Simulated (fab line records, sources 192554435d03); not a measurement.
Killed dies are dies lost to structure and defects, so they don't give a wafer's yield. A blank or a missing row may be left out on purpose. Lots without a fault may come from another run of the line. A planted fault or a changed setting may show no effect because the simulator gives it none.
Chamber matching | flow n5_finfet | N5_BEOL_M6_DESCUM_33 on rie_diel-06: 4 sister chambers
The step chemistry O2, time 7 s. 4 wafers are shown with their chamber, then 11 later ones without.

WAFERS WITH THEIR CHAMBER
wafer  | chamber | drypump_motor_current_A (A)
L083.1 | 2       | 6.2
L085.1 | 1       | 5.2
L085.6 | 3       | 6.8
L090.1 | 0       | 5.9

WAFERS WITHOUT THEIR CHAMBER
wafer  | drypump_motor_current_A (A)
L090.2 | 6.1
L090.6 | 5.2
L092.1 | 6.1
L092.3 | 6.8
L092.6 | 5.9
L093.3 | 5.9
L093.5 | 5.9
L093.6 | 6.2
L097.3 | 6.2
L097.5 | 6.8
L097.6 | 6.2

WHICH CHAMBER EACH WENT THROUGH
wafer  | from the rows above | in truth
L090.2 | 2                   | 2
L090.6 | 1                   | 1
L092.1 | 2                   | 2
L092.3 | 3                   | 3
L092.6 | 0                   | 0
L093.3 | 0                   | 0
L093.5 | 0                   | 0
L093.6 | 2                   | 2
L097.3 | 2                   | 2
L097.5 | 3                   | 3
L097.6 | 2                   | 2
Placed correctly: 11 of 11. Can't be placed from these rows: 0. Placed wrongly: 0.
How it was worked out, from the rows above alone: a wafer's distance from a chamber is the root of the sum, over the readings, of the square of ((its reading less the chamber's mean) divided by the reading's scatter). The wafer belongs to the nearest chamber; if the next one is less than 2 further off, it can't be placed. A chamber's mean is the mean of its shown wafers. The scatter: with one shown wafer a chamber, the root of the mean of the squares of how far each hidden wafer lies from its nearest shown one.
